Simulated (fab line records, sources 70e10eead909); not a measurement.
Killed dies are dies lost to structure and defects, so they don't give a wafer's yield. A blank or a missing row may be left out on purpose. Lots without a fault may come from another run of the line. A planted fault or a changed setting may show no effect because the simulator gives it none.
fab line records | flow nand_harc
record lots=24 wafers=72 last_day=24
route steps=1159 shown P_M0@279 P_M1@307 P_M2@329 P_BONDPAD@367
lots that met no fault: from a run of the same line without faults
start_h: hours from the record's first day to the start of the lot's first wafer shown | wait_h: hours since the lot's step before | " the same as in the row above | L1.1+2: a row that stands for several wafers | - no value, or no start given | * or withheld: withheld | < > ~ a bound
route shown NAME@n: a module of which the file shows steps, and the number in the route of the first | usual: mean/standard deviation of fault-free wafers | same: alike in all rows | chamber/n: place in a boat | sites: the reading at each site | _std_site: their standard deviation | _edge_site: outer sites' mean less inner sites' | radius_mm: how far each site lies from the wafer's centre | mask NAME#n: copy n | behind: the tool/chamber that last shaped the wafer | hold: why the lot was held/for how many hours/how that ended | device: the transistor (n, p or np) that didn't switch | end of line: the same wafers' tests at the end of the route | a step without rows: its recipe alone | killed: dies lost to structure and defects at the first sort, not the wafer's yield | map: a wafer's dies, x killed, . not, _ none there
set.NAME: the setting as run; set.NAME@STEP: as run at that earlier step | model.NAME: the simulator's own value behind a step, which no gauge read
steps of the route over a sample of lots; a table a step, a row a wafer
services: from which hour (start_h, from the record's first day; less than 0 if before it) a tool's chamber was out of use, for how many hours, and why
## steps
# step NHARC_P_M0_THK_MEAS_24
# recipe thk_meas_gauge=xrf
# usual thk_nm=117.7/1.7
# columns lot.wafer tool chamber start_h wait_h thk_nm
L074.1 film_metro-01 - 111.79 - 117.7
L074.3 " - " " 118.1
L074.4 " - " " 113.8
L076.1 film_metro-01 - 121.40 - 116.9
L076.2 " - " " 119.0
L076.6 " - " " 119.3
L075.3 film_metro-01 - 121.79 - 115.2
L075.4 " - " " 118.8
L075.5 " - " " 116.4
L078.1 film_metro-01 - 138.65 - 116.0
L078.3 " - " " 116.3
L078.6 " - " " 117.2
L077.1 film_metro-01 - 139.33 - 116.9
L077.2 " - " " 119.7
L077.4 " - " " 119.8
L079.1 film_metro-01 - 148.98 - 115.4
L079.3 " - " " 114.2
L079.5 " - " " 116.8
L081.2 film_metro-02 - 154.07 - 118.8
L081.3 " - " " 120.4
L081.4 " - " " 119.9
L080.1 film_metro-01 - 154.77 - 119.7
L080.4 " - " " 119.5
L080.5 " - " " 120.7
L083.1 film_metro-01 - 170.57 - 120.2
L083.2 " - " " 115.6
L083.5 " - " " 119.2
L082.1 film_metro-02 - 171.02 - 119.1
L082.2 " - " " 118.4
L082.4 " - " " 117.8
L084.3 film_metro-02 - 176.74 - 114.5
L084.4 " - " " 113.8
L084.5 " - " " 115.5
L086.1 film_metro-02 - 196.76 - 117.0
L086.3 " - " " 115.3
L086.5 " - " " 118.7
L088.2 film_metro-01 - 196.90 - 120.2
L088.3 " - " " 117.7
L088.4 " - " " 116.5
L087.2 film_metro-01 - 197.20 - 119.1
L087.3 " - " " 114.5
L087.5 " - " " 119.4
L085.3 film_metro-01 - 199.94 - 118.2
L085.4 " - " " 117.9
L085.5 " - " " 117.4
L089.4 film_metro-02 - 206.65 - 119.1
L089.5 " - " " 118.0
L089.6 " - " " 118.7
L092.2 film_metro-02 - 220.87 - 118.0
L092.3 " - " " 117.0
L092.6 " - " " 116.0
L090.2 film_metro-02 - 221.29 - 117.0
L090.4 " - " " 118.2
L090.6 " - " " 117.0
L091.1 film_metro-01 - 221.52 - 115.8
L091.2 " - " " 119.5
L091.6 " - " " 120.0
L093.1 film_metro-02 - 228.62 - 117.7
L093.3 " - " " 118.1
L093.5 " - " " 120.2
L094.2 film_metro-02 - 238.95 - 117.9
L094.4 " - " " 117.9
L094.6 " - " " 115.8
L097.1 film_metro-02 - 247.62 - 115.3
L097.2 " - " " 116.8
L097.5 " - " " 116.4
L095.1 film_metro-02 - 248.21 - 118.7
L095.4 " - " " 117.4
L095.6 " - " " 116.5
L096.3 film_metro-01 - 249.06 - 118.7
L096.4 " - " " 119.0
L096.5 " - " " 119.9
# step NHARC_P_M1_PVD_20
# recipe target_thk_a=50 bias_v=168.6 power_w=15000 chamber_pressure_pa=0.12 time_s=8.06 substrate_temp_c=50 material=TaN
# usual throttle_valve_pct=29.6/0.89
# columns lot.wafer tool chamber start_h wait_h throttle_valve_pct
L074.3 pvd_sputter-03 - - - 28.6
L074.1 " - " " 28.4
L074.4 " - " " 31.2
L076.2 pvd_sputter-03 - - - 30.9
L076.1 " - " " 28.6
L076.6 " - " " 31.0
L075.3 pvd_sputter-02 - - - 29.7
L075.4 " - " " 29.0
L075.5 " - " " 29.2
L078.1 pvd_sputter-02 - - - 29.5
L078.3 " - " " 29.0
L078.6 " - " " 29.8
L077.2 pvd_sputter-03 - - - 29.0
L077.1 " - " " 28.4
L077.4 " - " " 30.5
L079.1 pvd_sputter-02 - - - 29.3
L079.3 " - " " 30.1
L079.5 " - " " 29.2
L081.2 pvd_sputter-03 - - - 28.5
L081.3 " - " " 30.7
L081.4 " - " " 31.0
L080.4 pvd_sputter-02 - - - 29.1
L080.1 " - " " 30.1
L080.5 " - " " 29.1
L083.2 pvd_sputter-03 - - - 30.5
L083.1 " - " " 28.6
L083.5 " - " " 30.9
L082.4 pvd_sputter-02 - - - 29.8
L082.2 " - " " 29.3
L082.1 " - " " 29.1
L084.3 pvd_sputter-03 - - - 28.6
L084.4 " - " " 30.7
L084.5 " - " " 28.6
L086.1 pvd_sputter-02 - - - 30.0
L086.3 " - " " 28.9
L086.5 " - " " 30.0
L088.4 pvd_sputter-02 - - - 29.8
L088.2 " - " " 29.6
L088.3 " - " " 29.3
L087.2 pvd_sputter-01 - - - 30.5
L087.3 " - " " 30.4
L087.5 " - " " 30.8
L085.4 pvd_sputter-02 - - - 29.4
L085.3 " - " " 29.8
L085.5 " - " " 29.1
L089.4 pvd_sputter-03 - - - 28.5
L089.5 " - " " 28.5
L089.6 " - " " 28.3
L092.3 pvd_sputter-03 - - - 28.6
L092.2 " - " " 28.6
L092.6 " - " " 28.4
L090.4 pvd_sputter-01 - - - 30.6
L090.2 " - " " 30.4
L090.6 " - " " 28.3
L091.2 pvd_sputter-03 - - - 28.8
L091.1 " - " " 30.9
L091.6 " - " " 28.6
L093.3 pvd_sputter-01 - - - 30.6
L093.1 " - " " 29.2
L093.5 " - " " 28.6
L094.2 pvd_sputter-01 - - - 29.1
L094.4 " - " " 30.9
L094.6 " - " " 29.3
L097.1 pvd_sputter-02 - - - 29.3
L097.2 " - " " 31.1
L097.5 " - " " 31.1
L095.4 pvd_sputter-03 - - - 28.4
L095.1 " - " " 28.7
L095.6 " - " " 30.8
L096.3 pvd_sputter-01 - - - 30.7
L096.4 " - " " 30.4
L096.5 " - " " 30.4
# step NHARC_P_M2_OVL_MEAS_10
# recipe pitch_nm=340
# usual overlay_x_nm=0.0/1 overlay_y_nm=0.1/1
# columns lot.wafer tool chamber start_h wait_h overlay_x_nm overlay_y_nm
L074.1 overlay-01 - 117.47 - 0.2 0.7
L074.3 " - " " -0.2 0.2
L074.4 " - " " -0.1 0.6
L076.1 overlay-02 - 127.43 - -0.6 -0.7
L076.2 " - " " -0.5 0.0
L076.6 " - " " -0.9 0.1
L075.3 overlay-01 - 127.79 - -1.9 0.7
L075.4 " - " " -1.5 0.1
L075.5 " - " " -1.6 0.2
L078.1 overlay-01 - 145.10 - 2.5 0.9
L078.3 " - " " 1.7 0.4
L078.6 " - " " 1.4 0.1
L077.1 overlay-01 - 145.37 - 0.2 0.0
L077.2 " - " " 1.2 0.0
L077.4 " - " " 0.1 0.3
L079.1 overlay-02 - 155.07 - -0.7 -0.7
L079.3 " - " " -0.6 -0.2
L079.5 " - " " -0.2 -0.7
L081.2 overlay-02 - 160.65 - 0.1 -0.5
L081.3 " - " " -0.7 -0.6
L081.4 " - " " 0.2 -0.3
L080.1 overlay-02 - 160.91 - 0.3 1.3
L080.4 " - " " 0.5 1.3
L080.5 " - " " 0.7 1.0
L083.1 overlay-02 - 176.79 - 0.7 1.8
L083.2 " - " " 0.8 1.6
L083.5 " - " " 0.8 2.6
L082.1 overlay-01 - 176.94 - -0.2 0.2
L082.2 " - " " 0.0 0.4
L082.4 " - " " 0.1 0.0
L084.3 overlay-02 - 182.54 - -0.5 -1.9
L084.4 " - " " -1.2 -0.9
L084.5 " - " " -0.8 -0.9
L086.1 overlay-02 - 202.71 - 0.8 -0.5
L086.3 " - " " 0.7 -0.9
L086.5 " - " " 1.4 -0.2
L088.2 overlay-01 - 203.11 - 1.0 -1.0
L088.3 " - " " 0.6 -0.7
L088.4 " - " " 1.2 -1.2
L087.2 overlay-02 - 203.75 - 2.6 2.6
L087.3 " - " " 2.5 2.5
L087.5 " - " " 2.6 2.1
L085.3 overlay-01 - 206.62 - 0.0 -0.4
L085.4 " - " " 0.3 0.2
L085.5 " - " " -0.1 -0.9
L089.4 overlay-01 - 212.73 - 0.5 0.2
L089.5 " - " " 0.7 0.3
L089.6 " - " " 0.0 0.5
L092.2 overlay-02 - 226.92 - -0.4 -0.4
L092.3 " - " " -0.7 -1.1
L092.6 " - " " -1.4 -0.3
L090.2 overlay-01 - 227.15 - -0.6 0.0
L090.4 " - " " -0.5 0.1
L090.6 " - " " -0.6 0.6
L091.1 overlay-02 - 227.30 - -0.4 0.9
L091.2 " - " " 0.2 0.7
L091.6 " - " " -0.4 0.9
L093.1 overlay-01 - 234.35 - -0.3 1.5
L093.3 " - " " -1.1 1.2
L093.5 " - " " -0.7 1.4
L094.2 overlay-02 - 244.75 - 0.6 0.2
L094.4 " - " " 0.2 0.4
L094.6 " - " " 0.8 0.2
L097.1 overlay-01 - 253.24 - -2.1 -0.5
L097.2 " - " " -2.1 -0.1
L097.5 " - " " -1.6 -0.4
L095.1 overlay-01 - 254.30 - 0.4 -2.0
L095.4 " - " " 0.3 -1.9
L095.6 " - " " 0.4 -2.2
L096.3 overlay-02 - 254.75 - -1.0 -0.4
L096.4 " - " " -1.1 -0.5
L096.5 " - " " -0.8 0.1
# step NHARC_P_M2_ETCH_28
# recipe target_depth_a=300 over_etch_frac=0.3 time_s=72.99 ion_energy_ev=150 cf4_flow_sccm=50 n2_flow_sccm=100 ar_flow_sccm=150 rf_w=300 bias_w=100 chemistry=CF4/N2
# usual drypump_motor_current_A=5.7/0.45 oes_product_au=0.999/0.0097 rf_vpp_V=313.7/2 showerhead_plenum_p_Torr=2.60/0.11 throttle_valve_pct=19.794/0.009
# columns lot.wafer tool chamber start_h wait_h drypump_motor_current_A oes_product_au rf_hours_counter_h rf_vpp_V showerhead_plenum_p_Torr throttle_valve_pct
L074.4 rie_diel-03 0 - - 4.9 1.004 3 313.2 2.56 19.797
L074.3 " 1 " " 5.8 1.009 3 315.5 2.73 19.787
L074.1 " 3 " " 5.6 1.019 3 316.0 2.71 19.785
L076.2 rie_diel-03 2 - - 5.5 0.987 3 310.9 2.50 19.799
L076.1 " 0 " " 4.9 1.002 3 315.2 2.56 19.804
L076.6 " 2 " " 5.5 0.997 - 312.0 2.50 19.792
L075.4 rie_diel-03 2 - - 5.5 0.996 3 311.7 2.50 19.792
L075.3 " 3 " " 5.6 1.009 3 316.4 2.71 19.770
L075.5 " 3 " " 5.7 1.014 - 314.9 2.71 19.803
L078.1 rie_diel-05 2 - - 6.6 0.987 30 311.6 2.52 19.801
L078.3 " 0 " " 5.9 0.988 31 311.2 2.48 19.787
L078.6 " 3 " " 5.7 0.975 - 315.7 2.75 19.801
L077.2 rie_diel-02 0 - - 6.4 1.002 61 310.8 2.48 19.811
L077.4 " 1 " " 5.9 1.012 63 313.6 2.65 19.807
L077.1 " 2 " " 5.4 1.011 61 315.1 2.76 19.788
L079.3 rie_diel-03 0 - - 4.9 1.012 4 313.5 2.56 19.800
L079.1 " 3 " " 5.6 1.005 4 314.9 2.71 19.802
L079.5 " 1 " " 5.7 1.012 - 316.4 2.73 19.806
L081.2 rie_diel-03 1 - - 5.7 1.016 5 315.0 2.73 19.796
L081.3 " 0 " " 4.9 1.018 5 312.2 2.56 19.803
L081.4 " 3 " " 5.7 1.007 - 315.4 2.71 19.806
L080.1 rie_diel-05 2 - - 6.6 0.987 33 311.5 2.52 19.799
L080.4 " 2 " " 6.7 0.991 - 312.2 2.51 19.791
L080.5 " 3 " " 5.7 0.977 - 316.9 2.74 19.798
L083.1 rie_diel-03 3 - - 5.6 0.998 5 314.4 2.71 19.792
L083.2 " 1 " " 5.7 1.004 5 315.7 2.73 19.802
L083.5 " 3 " " 5.6 0.994 - 315.0 2.71 19.787
L082.1 rie_diel-02 0 - - 6.4 1.001 2 310.1 2.48 19.783
L082.4 " 2 " " 5.4 1.004 7 316.6 2.76 19.792
L082.2 " 3 " " 5.9 1.005 7 316.5 2.70 19.801
L084.4 rie_diel-03 2 - - 5.5 0.993 5 311.4 2.50 19.798
L084.3 " 3 " " 5.6 1.000 5 315.4 2.71 19.794
L084.5 " 2 " " 5.5 0.996 - 311.1 2.50 19.778
L086.3 rie_diel-05 1 - - 5.2 0.999 7 310.7 2.49 19.805
L086.1 " 2 " " 6.7 0.990 6 313.1 2.51 19.787
L086.5 " 2 " " 6.6 0.993 - 314.0 2.51 19.802
L088.3 rie_diel-03 3 - - 5.7 0.998 6 314.7 2.71 19.798
L088.2 " 2 " " 5.6 1.000 6 311.6 2.50 19.813
L088.4 " 3 " " 5.7 0.995 - 316.2 2.71 19.780
L087.3 rie_diel-03 2 - - 5.5 0.995 6 313.7 2.50 19.794
L087.2 " 3 " " 5.6 0.994 6 315.7 2.71 19.809
L087.5 " 2 " " 5.5 0.993 - 310.8 2.50 19.775
L085.4 rie_diel-03 0 - - 4.9 1.001 6 312.9 2.56 19.781
L085.3 " 1 " " 5.8 1.006 6 317.3 2.73 19.790
L085.5 " 0 " " 4.9 1.002 - 313.4 2.56 19.782
L089.4 rie_diel-05 0 - - 5.8 1.005 10 311.9 2.47 19.798
L089.6 " 0 " " 5.8 1.007 - 312.0 2.47 19.775
L089.5 " 1 " " 5.2 0.993 - 311.5 2.49 19.776
L092.3 rie_diel-03 0 - - 4.9 1.007 0 315.0 2.56 19.803
L092.2 " 1 " " 5.7 1.007 0 316.1 2.73 19.798
L092.6 " 0 " " 4.9 1.001 - 311.6 2.56 19.796
L090.2 rie_diel-03 2 - - 5.5 0.988 0 311.0 2.50 19.784
L090.4 " 3 " " 5.6 1.002 0 315.2 2.71 19.802
L090.6 " 1 " " 5.8 1.001 - 316.2 2.73 19.794
L091.2 rie_diel-02 1 - - 5.9 0.997 26 314.3 2.64 19.785
L091.1 " 0 " " 6.4 0.994 22 311.6 2.47 19.793
L091.6 " 2 " " 5.4 1.005 - 317.6 2.75 19.791
L093.3 rie_diel-05 3 - - 5.7 0.988 13 316.4 2.74 19.812
L093.1 " 0 " " 5.9 1.005 14 312.0 2.47 19.807
L093.5 " 1 " " 5.2 1.003 - 310.4 2.48 19.800
L094.4 rie_diel-05 0 - - 5.9 1.004 16 312.1 2.47 19.780
L094.2 " 2 " " 6.6 1.007 13 312.4 2.51 19.794
L094.6 " 1 " " 5.2 0.992 - 311.3 2.48 19.789
L097.2 rie_diel-03 2 - - 5.5 0.991 1 310.3 2.50 19.796
L097.1 " 3 " " 5.7 0.988 1 314.7 2.71 19.803
L097.5 " 0 " " 4.9 1.008 - 312.7 2.56 19.795
L095.1 rie_diel-05 2 - - 6.6 1.003 15 312.1 2.51 19.793
L095.4 " 3 " " 5.7 0.990 16 316.8 2.74 19.783
L095.6 " 2 " " 6.6 1.002 - 311.4 2.51 19.797
L096.3 rie_diel-05 0 - - 5.9 1.002 18 310.5 2.47 19.804
L096.4 " 2 " " 6.7 0.990 15 313.9 2.51 19.781
L096.5 " 3 " " 5.7 0.976 - 316.6 2.74 19.794
# step NHARC_P_M2_THK_MEAS_24
# recipe thk_meas_gauge=xrf
# usual thk_nm=144.3/1.4
# columns lot.wafer tool chamber start_h wait_h thk_nm
L074.1 film_metro-01 - 120.01 - 147.0
L074.3 " - " " 145.4
L074.4 " - " " 145.5
L076.1 film_metro-01 - 130.00 - 147.9
L076.2 " - " " 144.5
L076.6 " - " " 147.2
L075.3 film_metro-01 - 130.51 - 145.9
L075.4 " - " " 146.3
L075.5 " - " " 143.8
L078.1 film_metro-01 - 147.68 - 143.7
L078.3 " - " " 144.9
L078.6 " - " " 144.3
L077.1 film_metro-02 - 147.93 - 145.9
L077.2 " - " " 148.0
L077.4 " - " " 144.3
L079.1 film_metro-02 - 157.58 - 144.8
L079.3 " - " " 145.5
L079.5 " - " " 145.8
L081.2 film_metro-02 - 163.26 - 143.7
L081.3 " - " " 145.3
L081.4 " - " " 143.1
L080.1 film_metro-02 - 163.93 - 144.9
L080.4 " - " " 144.0
L080.5 " - " " 142.4
L083.1 film_metro-02 - 179.33 - 142.3
L083.2 " - " " 143.4
L083.5 " - " " 144.2
L082.1 film_metro-01 - 179.63 - 143.9
L082.2 " - " " 146.4
L082.4 " - " " 145.5
L084.3 film_metro-02 - 185.09 - 146.5
L084.4 " - " " 141.5
L084.5 " - " " 144.6
L086.1 film_metro-02 - 205.30 - 144.4
L086.3 " - " " 143.6
L086.5 " - " " 143.1
L088.2 film_metro-01 - 206.02 - 144.6
L088.3 " - " " 143.4
L088.4 " - " " 142.7
L087.2 film_metro-02 - 206.80 - 143.8
L087.3 " - " " 143.0
L087.5 " - " " 144.6
L085.3 film_metro-02 - 209.16 - 144.6
L085.4 " - " " 142.6
L085.5 " - " " 142.0
L089.4 film_metro-01 - 215.28 - 144.5
L089.5 " - " " 141.0
L089.6 " - " " 144.5
L092.2 film_metro-01 - 229.44 - 143.9
L092.3 " - " " 145.7
L092.6 " - " " 143.8
L090.2 film_metro-01 - 229.81 - 145.2
L090.4 " - " " 143.2
L090.6 " - " " 145.2
L091.1 film_metro-01 - 230.21 - 143.3
L091.2 " - " " 144.1
L091.6 " - " " 144.6
L093.1 film_metro-01 - 237.11 - 141.7
L093.3 " - " " 144.7
L093.5 " - " " 143.2
L094.2 film_metro-01 - 247.27 - 144.9
L094.4 " - " " 145.4
L094.6 " - " " 143.9
L097.1 film_metro-01 - 255.79 - 143.5
L097.2 " - " " 143.9
L097.5 " - " " 144.2
L095.1 film_metro-02 - 256.82 - 143.3
L095.4 " - " " 142.3
L095.6 " - " " 144.1
L096.3 film_metro-02 - 257.40 - 143.4
L096.4 " - " " 142.7
L096.5 " - " " 140.7
# step NHARC_P_BONDPAD_DESCUM_11
# recipe time_s=3 o2_flow_sccm=200 ar_flow_sccm=0 bias_power_w=0 chemistry=O2
# usual drypump_motor_current_A=5.5/0.48 oes_product_au=1.001/0.008 rf_vpp_V=57.7/0.91 showerhead_plenum_p_Torr=1.89/0.074 throttle_valve_pct=11.311/0.0086
# columns lot.wafer tool chamber start_h wait_h drypump_motor_current_A oes_product_au rf_hours_counter_h rf_vpp_V showerhead_plenum_p_Torr throttle_valve_pct
L074.1 rie_diel-07 0 122.14 - 6.3 0.999 5 58.5 2.00 11.307
L074.3 " 1 " " 4.9 0.998 6 56.4 1.83 11.304
L074.4 " 3 " " 5.3 0.999 6 59.1 1.95 11.323
L076.2 rie_diel-07 1 132.02 - 4.9 1.009 6 59.5 1.83 11.326
L076.1 " 3 " " 5.3 1.003 7 57.8 1.95 11.311
L076.6 " 1 " " 5.0 1.004 - 57.1 1.82 11.325
L075.3 rie_diel-07 0 133.02 - 6.3 0.989 6 58.7 2.00 11.311
L075.4 " 1 " " 4.9 1.011 7 57.9 1.83 11.315
L075.5 " 0 " " 6.3 0.997 - 58.2 2.00 11.311
L078.3 rie_diel-07 3 149.79 - 5.3 1.003 9 58.0 1.95 11.310
L078.1 " 1 " " 5.0 1.012 9 56.4 1.82 11.294
L078.6 " 3 " " 5.3 0.994 - 57.1 1.95 11.314
L077.1 rie_diel-07 2 150.28 - 5.4 1.001 9 56.4 1.86 11.310
L077.2 " 3 " " 5.3 1.003 9 57.7 1.95 11.302
L077.4 " 0 " " 6.3 1.002 8 58.9 2.00 11.314
L079.1 rie_diel-07 1 160.39 - 5.0 1.005 9 57.2 1.82 11.310
L079.3 " 3 " " 5.3 0.977 10 58.2 1.95 11.321
L079.5 " 0 " " 6.3 0.992 - 57.3 2.00 11.302
L081.4 rie_diel-07 1 165.30 - 4.9 1.010 10 56.3 1.82 11.308
L081.2 " 2 " " 5.4 0.998 11 57.6 1.86 11.304
L081.3 " 3 " " 5.3 0.989 11 59.4 1.95 11.310
L080.1 rie_diel-07 1 166.09 - 4.9 1.003 10 58.2 1.82 11.302
L080.4 " 3 " " 5.3 0.987 11 59.6 1.95 11.300
L080.5 " 1 " " 5.0 0.999 - 57.5 1.82 11.311
L083.1 rie_diel-07 3 181.47 - 5.3 0.995 11 58.3 1.95 11.314
L083.2 " 0 " " 6.3 1.007 10 59.7 2.00 11.318
L083.5 " 1 " " 4.9 1.016 - 56.8 1.82 11.311
L082.1 rie_diel-07 1 181.80 - 5.0 1.006 11 57.7 1.82 11.308
L082.2 " 2 " " 5.4 1.001 11 56.9 1.86 11.305
L082.4 " 3 " " 5.3 0.988 12 59.1 1.95 11.299
L084.3 rie_diel-06 2 187.25 - 5.5 0.998 42 56.9 1.77 11.311
L084.4 " 1 " " 6.0 1.013 - 58.5 1.94 11.321
L084.5 " 2 " " 5.4 0.995 - 57.3 1.77 11.316
L086.1 rie_diel-07 2 207.54 - 5.3 1.002 14 58.4 1.86 11.305
L086.3 " 0 " " 6.3 0.996 14 55.9 2.00 11.299
L086.5 " 2 " " 5.4 1.001 - 57.6 1.86 11.313
L088.2 rie_diel-07 3 208.26 - 5.3 0.995 15 57.8 1.95 11.302
L088.3 " 0 " " 6.3 0.995 14 59.7 2.00 11.315
L088.4 " 1 " " 4.9 1.015 14 58.8 1.82 11.303
L087.3 rie_diel-06 3 209.13 - 6.0 0.997 50 57.1 1.79 11.313
L087.2 " 0 " " 5.1 0.991 46 57.6 1.85 11.311
L087.5 " 2 " " 5.5 0.990 - 57.3 1.77 11.301
L085.3 rie_diel-07 0 211.31 - 6.3 1.003 14 57.8 2.00 11.315
L085.4 " 2 " " 5.4 0.990 15 57.0 1.86 11.318
L085.5 " 1 " " 4.9 0.997 - 57.5 1.82 11.301
L089.4 rie_diel-07 2 217.31 - 5.4 0.982 16 57.2 1.86 11.304
L089.6 " 1 " " 4.9 1.015 - 59.2 1.82 11.315
L089.5 " 2 " " 5.4 1.005 - 58.5 1.86 11.320
L092.3 rie_diel-13 1 231.47 - 5.6 1.009 46 58.0 1.93 11.303
L092.2 " 3 " " 5.7 1.014 51 58.1 1.95 11.299
L092.6 " 0 " " 5.1 1.008 - 56.9 1.83 11.322
L090.2 rie_diel-13 0 231.96 - 5.1 1.000 51 57.9 1.83 11.301
L090.4 " 2 " " 5.6 0.998 52 57.0 1.84 11.302
L090.6 " 1 " " 5.6 1.003 - 58.1 1.93 11.321
L091.2 rie_diel-06 2 232.23 - 5.5 1.005 57 58.3 1.77 11.322
L091.1 " 3 " " 6.0 0.996 54 57.4 1.79 11.310
L091.6 " 2 " " 5.4 1.000 - 56.1 1.77 11.321
L093.3 rie_diel-13 2 239.26 - 5.7 1.004 55 57.1 1.84 11.310
L093.1 " 3 " " 5.7 1.012 54 58.6 1.95 11.315
L093.5 " 2 " " 5.7 1.001 - 57.6 1.84 11.310
L094.2 rie_diel-07 3 249.53 - 5.3 1.004 1 58.8 1.95 11.325
L094.4 " 2 " " 5.4 0.994 1 59.4 1.86 11.304
L094.6 " 3 " " 5.3 1.020 - 57.8 1.95 11.312
L097.2 rie_diel-13 3 257.95 - 5.7 1.005 59 58.8 1.95 11.315
L097.1 " 0 " " 5.1 0.998 60 57.6 1.83 11.318
L097.5 " 0 " " 5.1 1.005 - 57.7 1.83 11.308
L095.1 rie_diel-07 3 258.86 - 5.3 1.017 2 56.4 1.95 11.313
L095.4 " 2 " " 5.3 0.995 2 57.3 1.86 11.314
L095.6 " 3 " " 5.3 1.002 - 56.5 1.95 11.293
L096.4 rie_diel-06 0 259.40 - 5.1 1.008 2 57.1 1.85 11.316
L096.3 " 1 " " 6.0 1.003 1 58.1 1.93 11.304
L096.5 " 1 " " 6.0 1.010 - 58.2 1.93 11.323
## services
# columns tool chamber start_h hours kind
pvd_sputter-01 - 96.28 6.6 repair
rie_diel-13 - 99.00 9.0 pm
rie_diel-03 3 100.17 8.3 repair
pvd_sputter-03 - 102.07 10.0 pm
rie_diel-05 1 112.26 52.3 repair
pvd_sputter-01 - 120.94 9.4 repair
pvd_sputter-03 - 132.23 4.0 repair
rie_diel-06 - 133.90 0.8 repair
rie_diel-06 1 145.27 9.8 repair
pvd_sputter-01 - 158.00 10.0 pm
rie_diel-03 2 158.96 5.5 repair
rie_diel-05 - 160.11 0.2 repair
rie_diel-05 - 163.60 9.0 pm
rie_diel-06 0 177.21 19.9 repair
pvd_sputter-03 - 181.42 3.0 repair
pvd_sputter-01 - 195.19 0.7 repair
rie_diel-03 0 196.98 9.2 repair
pvd_sputter-01 - 213.99 1.0 repair
rie_diel-05 2 214.35 2.3 repair
rie_diel-03 - 215.30 9.0 pm
rie_diel-13 1 221.55 8.9 repair
rie_diel-05 2 226.33 2.6 repair
rie_diel-07 - 228.20 9.0 pm
rie_diel-03 3 231.43 2.8 repair
## key
fault none
